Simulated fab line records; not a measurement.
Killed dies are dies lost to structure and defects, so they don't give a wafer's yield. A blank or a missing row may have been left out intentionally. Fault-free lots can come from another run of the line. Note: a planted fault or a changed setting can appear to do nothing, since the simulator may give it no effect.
Comparing a struck lot with a sound one    flow n5_finfet    23 out of 1938 route steps
Sound: these wafers, L795.3, L795.5, L795.6. Wafers L792.1, L792.2, L792.4 were the ones struck. The cause comes at the end.
At each step with rows: each side's tool, then ch and its chambers, then its first start. Under that, the readings that differ: sound wafers    struck wafers    difference of the means    sigmas: that difference in standard deviations of wafers without a fault.
alike: a reading whose means differ by less than 2 such deviations, as well as words and numbers matching on both sides. not compared: withheld readings; readings where some wafer has no value; bounds like >300 that might hide an equal value; numbers whose values overlap and for which the record gives no deviation.
A row with sigmas, a row that says differs or no value, or rows on one side alone: a step with any of these is where the two part. Numbers that don't overlap but have no deviation are shown without sigmas and don't part them. Lack of a reading on every wafer of one side parts them only where that side has two or more wafers.

first, 10 steps without rows for these wafers: N5_BEOL_M0_SAQP_DESCUM_19 (chemistry O2, time 7.9 s); N5_BEOL_M0_SAQP_ETCH_83 (etches SiARC in CF4, target depth 39 nm, time 65 s); N5_BEOL_M0_SAQP_ETCH_84 (etches SOC in N2/H2, target depth 100 nm, overetch 20 nm, time 150 s); N5_BEOL_M0_SAQP_STRIP_80 (strips in N2/H2); N5_BEOL_M0_SAQP_HM_OPEN_112 (chemistry CHF3/O2, target SiO2, stops on a-Si, target depth 12 nm, time 13.5 s); N5_BEOL_M0_SAQP_STRIP_113 (strips in CHF3/O2); N5_BEOL_M0_SAQP_MANDREL_ETCH_20 (etches a-Si in HBr/Cl2, stops on SiNx, target depth 60 nm, bt time 10 s, time 30 s); N5_BEOL_M0_SAQP_STRIP_86 (strips in N2/H2); N5_BEOL_M0_SAQP_STRIP_115 (strips in post etch residue remover, time 60 s); N5_BEOL_M0_SAQP_SRD_93 (time 30 s).
N5_BEOL_M0_SAQP_RECESS_114: chemistry HF/NH3, target SiO2, target depth 14.4 nm, afs cycles 3, sublimation time 60 s.
  sound on vapor_etch-02 ch 0,1, day 9 06:20; struck on vapor_etch-02 ch 0,1, day 8 10:11
  no value came back on the struck wafers for afs_cycles, drypump_motor_current_A (A); on the sound wafers afs_cycles reads 3 3 3
reading                                            sound           struck          difference  sigmas
model.SiO2_of_BEOL_M0_SAQP_HM_DEP_111.thk_nm (nm)  0 0 0           12 12 12.2      +12         
model.SiNx_of_BEOL_M0_SAQP_PECVD_97.thk_nm (nm)    14.8 15.4 15.8  17.8 18.2 18.8  +2.9        
then, 8 steps without rows for these wafers: N5_BEOL_M0_SAQP_SPACER1_ALD_98 (deposits SiO2, target thk 12.8 nm, pulse time 1 s, purge time 2 s); N5_BEOL_M0_SAQP_SPACER1_ETCHBACK_99 (etches SiO2 in CHF3/O2, target depth 15.4 nm, time 7.7 s); N5_BEOL_M0_SAQP_MANDREL1_REMOVE_100 (chemistry HBr/Cl2/O2, target a-Si, stops on SiNx, bt time 10 s); N5_BEOL_M0_SAQP_ETCH_101 (etches SiNx in CH3F/O2, target depth 29.9 nm, time 42.7 s); N5_BEOL_M0_SAQP_ETCH_102 (etches SiO2 in CF4, target depth 4 nm, time 4.4 s); N5_BEOL_M0_SAQP_MANDREL_ETCH_103 (etches a-Si in HBr/Cl2, stops on SiCN, target depth 45 nm, bt time 10 s, time 27 s); N5_BEOL_M0_SAQP_RECESS_104 (chemistry HF/NH3, target SiO2, target depth 18 nm, afs cycles 3, sublimation time 60 s); N5_BEOL_M0_SAQP_COAT_105 (time 60 s, resist thk 100 nm).
N5_BEOL_M0_SAQP_ETCH_106: etches SOC in N2/H2, stops on SiNx, target depth 150 nm.
  sound on rie_diel-06 ch 0,1,3, day 9 08:05; struck on rie_diel-01 ch 0,1,3, day 8 12:20
reading                                          sound         struck          difference  sigmas
model.SiNx_of_BEOL_M0_SAQP_PECVD_97.thk_nm (nm)  14.4 15 15.4  17.4 17.8 18.4  +2.9        
  alike: drypump_motor_current_A, oes_product_au, rf_vpp_V, showerhead_plenum_p_Torr, throttle_valve_pct
  not compared: rf_hours_counter_h
then, 1 step without rows for these wafers: N5_BEOL_M0_SAQP_ETCH_107 (etches SiNx in CH3F/O2, target depth 30 nm).
N5_BEOL_M4_RC_MEAS_101:
  the record has rows for the sound wafers here (prober-02 ch 0, day 11 22:11) and none for the struck ones
-- the record jumps here: 7 days lie between the struck wafers' starts before and after (it left off in module BEOL_M4 and takes up again in module PASSIVATION, whose first step shown is number 1936 of the route) --
N5_PASSIVATION_PROBE_49:
  struck on prober-02, day 15 16:24; sound on prober-01, day 16 15:49
reading                   sound      struck          difference  sigmas
defect_limited_yield (%)  91.4 90.1  0 0 0           -91         -60
killed_at_M0_to_M3        37 37      1124 1139 1124  +1092       +99 or more
killed_dies               101 117    1180 1180 1180  +1071       +63
killed_on_rim             15 17      152 152 152     +136        +31
sort_bin_5_function (%)   4.2 6.4    97.5 97.3 97.0  +92.0       +96
sort_n_pass               1079 1063  0 0 0           -1071       -60
sort_yield_pct (%)        91.4 90.1  0 0 0           -91         -60
  alike: killed_at_M4_up, killed_at_contacts, killed_at_front_end, killed_at_other, killed_open, killed_short, sort_bin_6_memory

## WHERE THEY PART
At N5_BEOL_M0_SAQP_RECESS_114 first; at N5_PASSIVATION_PROBE_49 last (within this record only).

WHY: whatever the simulator had introduced
Skipped step whole: vapor_etch-02, from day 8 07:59 on, at N5_BEOL_M0_SAQP_RECESS_114. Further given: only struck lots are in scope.
